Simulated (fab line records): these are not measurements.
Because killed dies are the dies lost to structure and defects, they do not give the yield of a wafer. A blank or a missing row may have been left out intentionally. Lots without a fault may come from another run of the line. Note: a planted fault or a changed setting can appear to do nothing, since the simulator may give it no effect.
Which of the tools did it? -- flow n5_finfet -- Sampling: 9 lots, 27 wafers, 5 of 1938 route steps

WHAT EACH GAUGE READ, for each wafer
N5_BEOL_M4_RC_MEAS_101. Usual: DIBL_N 36.0 mV/V, standard deviation 1.9; DIBL_P 35.6 mV/V, standard deviation 2.2; IOFF_N 0.15 nA/um, standard deviation 0.031; IOFF_P 0.19 nA/um, standard deviation 0.032; ION_N 668 uA/um, standard deviation 11; ION_P 455 uA/um, standard deviation 7.2; SS_N 71.5 mV/dec, standard deviation 0.65; SS_P 73.4 mV/dec, standard deviation 0.64; VT_N 251 mV, standard deviation 3.6; VT_P -253 mV, standard deviation 3.3.
lot,measured,on,DIBL_N (mV/V),DIBL_P (mV/V),IOFF_N (nA/um),IOFF_P (nA/um),ION_N (uA/um),ION_P (uA/um),SS_N (mV/dec),SS_P (mV/dec),VT_N (mV),VT_P (mV),flag
L774,day 9 06:52,prober-01,34.8 36.2 36.5,34.5 35.2 35.6,0.13 0.15 0.15,0.17 0.17 0.17,647 663 655,445 453 441,71.1 70.9 71.8,72.7 72.5 73.5,252 254 251,-253 -253 -254,
L777,day 11 01:40,prober-02,33.2 38.8 34.7,32.0 39.7 34.8,0.11 0.21 0.13,0.14 0.25 0.18,649 672 658,441 453 454,72.3 73.0 71.3,71.9 73.9 73.4,260 246 255,-256 -249 -252,
L779,day 11 06:08,prober-01,35.6 35.2 37.1,33.8 34.4 36.4,0.12 0.12 0.16,0.16 0.16 0.20,663 653 662,451 453 452,71.1 70.9 71.8,72.4 73.9 73.0,253 254 251,-256 -254 -253,
L780,day 11 08:01,prober-02,34.0 34.2 32.9,33.2 32.6 32.8,0.12 0.12 0.11,0.19 0.17 0.17,650 660 665,452 453 458,71.2 71.1 71.4,72.7 72.7 72.7,255 257 254,-251 -255 -254,
L782,day 13 00:28,prober-01,33.1 33.8 32.3,33.0 33.7 31.0,0.11 0.12 0.10,0.17 0.17 0.14,663 661 658,455 454 449,70.5 71.3 70.5,72.5 73.3 73.1,251 250 255,-254 -253 -256,
L784,day 13 07:22,prober-01,38.7 37.5 37.1,37.3 35.6 35.4,0.17 0.15 0.15,0.22 0.19 0.18,674 672 659,461 454 446,71.9 72.2 71.0,74.7 73.6 73.3,250 251 256,-250 -251 -255,
L785,day 13 16:12,prober-02,36.9 36.6 38.0,37.9 38.0 38.5,0.18 0.16 0.20,0.21 0.20 0.22,683 668 685,459 453 461,71.5 71.7 71.9,73.2 73.3 74.0,246 252 247,-253 -250 -250,
L791,day 14 19:54,prober-01,37.3 36.6 38.7,36.5 35.3 39.4,0.17 0.15 0.21,0.20 0.18 0.25,680 666 686,458 451 463,71.3 72.2 72.4,73.6 72.7 73.9,247 250 243,-251 -253 -251,
L793,day 14 13:58,prober-02,38.3 35.8 36.4,38.5 34.8 36.0,0.20 0.15 0.17,0.25 0.20 0.22,680 679 676,460 463 465,72.7 71.7 72.1,73.9 73.3 74.1,247 252 250,-249 -251 -252,

WHICH TOOL RAN EACH LOT (tool, then ch and the chambers of the sampled wafers, then the start)
lot,N5_ZERO_LAYER_PECVD_02,N5_ZERO_LAYER_STRIP_24,N5_WELL_APT_RTA_34,N5_PMOS_HMC_CHANNEL_EPI_CMP_21
L774,"pecvd-01 ch 0,2, day 2 00:17","plasma_asher-02 ch 0,1, day 2 01:23","rtp_anneal-01 ch 0, day 2 04:56","cmp-03 ch 0,3, day 2 08:45"
L777,"pecvd-03 ch 0,1, day 2 18:17","plasma_asher-02 ch 0,1, day 2 19:02","rtp_anneal-01 ch 0, day 2 22:16","cmp-04 ch 0,1,3, day 3 01:56"
L779,"pecvd-03 ch 0,2, day 3 06:17","plasma_asher-01 ch 0,1, day 3 07:01","rtp_anneal-01 ch 0, day 3 10:31","cmp-04 ch 1,2,3, day 3 13:57"
L780,"pecvd-01 ch 0,2, day 3 12:17","plasma_asher-02 ch 0,1, day 3 12:59","rtp_anneal-02 ch 0, day 3 15:48","cmp-01 ch 2,3, day 3 19:07"
L782,"pecvd-01 ch 0,1, day 4 00:17","plasma_asher-01 ch 0,1, day 4 00:55","rtp_anneal-01 ch 0, day 4 04:38","cmp-04 ch 0,1,2, day 4 08:29"
L784,"pecvd-01 ch 0,1, day 4 12:17","plasma_asher-02 ch 0,1, day 4 12:53","rtp_anneal-01 ch 0, day 4 15:53","cmp-04 ch 2,3, day 4 19:10"
L785,"pecvd-04 ch 1,2, day 4 18:17","plasma_asher-01 ch 0,1, day 4 18:57","rtp_anneal-02 ch 0, day 4 21:44","cmp-04 ch 0,2,3, day 5 01:13"
L791,"pecvd-01 ch 0,1, day 6 06:17","plasma_asher-01 ch 0,1, day 6 07:01","rtp_anneal-01 ch 0, day 6 09:42","cmp-01 ch 0,1,3, day 6 14:07"
L793,"pecvd-04 ch 0,1, day 6 18:17","plasma_asher-02 ch 0, day 6 18:53","rtp_anneal-01 ch 0, day 6 21:41","cmp-01 ch 0,3, day 7 02:04"
- N5_ZERO_LAYER_PECVD_02: deposits SiO2 from SiH4/N2O, target thk 10 nm, time 6 s.
- N5_ZERO_LAYER_STRIP_24: strips in O2.
- N5_WELL_APT_RTA_34: time 10 s.
- N5_PMOS_HMC_CHANNEL_EPI_CMP_21: polishes SiGe30, target thk 54 nm.

WHAT THE TOOLS THEMSELVES READ (means of the sampled wafers that have a number; where no wafer has one, the mark that the record gives instead)
N5_ZERO_LAYER_PECVD_02. Usual: heater_power_w 854 W, standard deviation 120; showerhead_plenum_p_Torr 8.06 Torr, standard deviation 0.1.
lot,tool,heater_power_w (W),showerhead_plenum_p_Torr (Torr),flag
L774,pecvd-01,868,8.07,
L777,pecvd-03,828,8.00,
L779,pecvd-03,819,8.05,
L780,pecvd-01,892,8.17,
L782,pecvd-01,859,8.03,
L784,pecvd-01,896,7.99,
L785,pecvd-04,951,7.97,
L791,pecvd-01,857,8.00,
L793,pecvd-04,698,8.09,

N5_ZERO_LAYER_STRIP_24. Usual: drypump_motor_current_A 5.8 A, standard deviation 0.47; heater_power_w 343 W, standard deviation 20; oes_product_au 0.647 a.u., standard deviation 0.0042; strip_time_to_endpoint_s 43.87 s, standard deviation 0.077.
lot,tool,drypump_motor_current_A (A),heater_power_w (W),oes_product_au (a.u.),strip_time_to_endpoint_s (s),flag
L774,plasma_asher-02,5.7,340,0.649,43.94,
L777,plasma_asher-02,5.7,338,0.646,43.96,
L779,plasma_asher-01,6.2,351,0.648,43.82,
L780,plasma_asher-02,5.4,350,0.651,43.84,
L782,plasma_asher-01,5.9,338,0.650,43.90,
L784,plasma_asher-02,5.7,332,0.651,43.83,
L785,plasma_asher-01,5.9,341,0.645,43.84,
L791,plasma_asher-01,6.2,346,0.649,43.98,
L793,plasma_asher-02,5.2,367,0.652,43.85,

N5_WELL_APT_RTA_34. Usual: lamp_power_pct 13.00 %, standard deviation 0.055; lamp_zone_1_pct 13.00 %, standard deviation 0.033; lamp_zone_2_pct 13.00 %, standard deviation 0.033; lamp_zone_3_pct 13.00 %, standard deviation 0.034; lamp_zone_4_pct 12.991 %, standard deviation 0.03; lamp_zone_5_pct 12.996 %, standard deviation 0.029; lamp_zone_6_pct 12.92 %, standard deviation 0.035; lamp_zone_7_pct 13.417 %, standard deviation 0.028; wafer_temp_C_max 1003.5, standard deviation 1.1.
lot,tool,lamp_power_pct (%),lamp_zone_1_pct (%),lamp_zone_2_pct (%),lamp_zone_3_pct (%),lamp_zone_4_pct (%),lamp_zone_5_pct (%),lamp_zone_6_pct (%),lamp_zone_7_pct (%),wafer_temp_C_max,flag
L774,rtp_anneal-01,12.99,13.00,12.99,12.95,12.947,12.959,12.91,13.416,1004.7,
L777,rtp_anneal-01,13.00,13.00,12.97,12.99,12.994,13.015,12.91,13.430,1003.6,
L779,rtp_anneal-01,13.02,12.97,12.97,13.00,13.001,13.014,12.93,13.411,1003.0,
L780,rtp_anneal-02,13.01,12.99,13.02,12.98,13.011,12.994,12.91,13.413,1004.0,
L782,rtp_anneal-01,12.97,12.96,13.02,13.01,12.993,13.016,12.92,13.402,1005.1,
L784,rtp_anneal-01,13.02,12.99,13.03,13.00,12.980,12.992,12.92,13.422,1003.3,
L785,rtp_anneal-02,12.96,13.00,13.00,12.99,12.981,12.995,12.93,13.412,1003.1,
L791,rtp_anneal-01,14.67,14.69,14.70,14.66,14.678,14.664,14.61,15.165,1003.4,OFF
L793,rtp_anneal-01,14.74,14.66,14.68,14.71,14.687,14.664,14.62,15.165,1003.9,OFF

N5_PMOS_HMC_CHANNEL_EPI_CMP_21. Usual: motor_current_A 11.8 A, standard deviation 0.85; retaining_ring_pressure_frac 1.000, standard deviation 0.0045; slurry_flow_ml_min 150.0, standard deviation 0.51.
lot,tool,motor_current_A (A),retaining_ring_pressure_frac,slurry_flow_ml_min,flag
L774,cmp-03,13.4,1.000,150.0,
L777,cmp-04,10.9,1.001,150.4,
L779,cmp-04,11.6,1.007,149.9,
L780,cmp-01,12.3,0.999,150.3,
L782,cmp-04,11.3,1.000,150.4,
L784,cmp-04,11.6,0.999,150.2,
L785,cmp-04,11.3,0.997,150.3,
L791,cmp-01,12.0,1.006,149.7,
L793,cmp-01,12.1,0.999,150.1,

THE ANSWER, worked out from the rows above alone
Rule: take the mean of a lot's wafers that have a number; if it is more than 3 standard deviations from the usual mean, the lot is off. A lot without any number at a reading at which 4 lots or more have one is off too. The other lots that the step has rows for count as sound. Order of review: gauges by route order, followed by the tools' own readings, for which a lot's mean as printed above is used. The first step at which some lot is off is used, and at that step the reading that is off furthest; a lot without a number counts as furthest.
Off: L791, L793 (N5_WELL_APT_RTA_34, lamp_zone_7_pct).
A tool fits if, at that step or a process step before it, it ran every lot that is off, and no sound lot after the first of them. One fits: N5_WELL_APT_RTA_34 on rtp_anneal-01. A fault onset in the window from L784 (day 4 15:53, its last sound lot) to L791 (day 6 09:42, its first lot off) fits.
The tool's own readings at N5_WELL_APT_RTA_34 bear it out: on the lots that are off they differ by more than 5 times the standard deviation of the sound lots' means. lamp_power_pct reads 14.71 % there against 13.00 % on the sound lots; lamp_zone_1_pct reads 14.68 % there against 12.99 % on the sound lots; lamp_zone_2_pct reads 14.69 % there against 13.00 % on the sound lots; lamp_zone_3_pct reads 14.69 % there against 12.99 % on the sound lots; lamp_zone_4_pct reads 14.683 % there against 12.987 % on the sound lots; lamp_zone_5_pct reads 14.664 % there against 12.998 % on the sound lots; lamp_zone_6_pct reads 14.61 % there against 12.92 % on the sound lots; lamp_zone_7_pct reads 15.165 % there against 13.415 % on the sound lots.

WHAT THE SIMULATOR PUT IN
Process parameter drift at N5_WELL_APT_RTA_34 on rtp_anneal-01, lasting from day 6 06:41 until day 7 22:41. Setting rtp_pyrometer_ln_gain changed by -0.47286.
Struck lots among those shown: L793, L791. The same result came from the rule above.
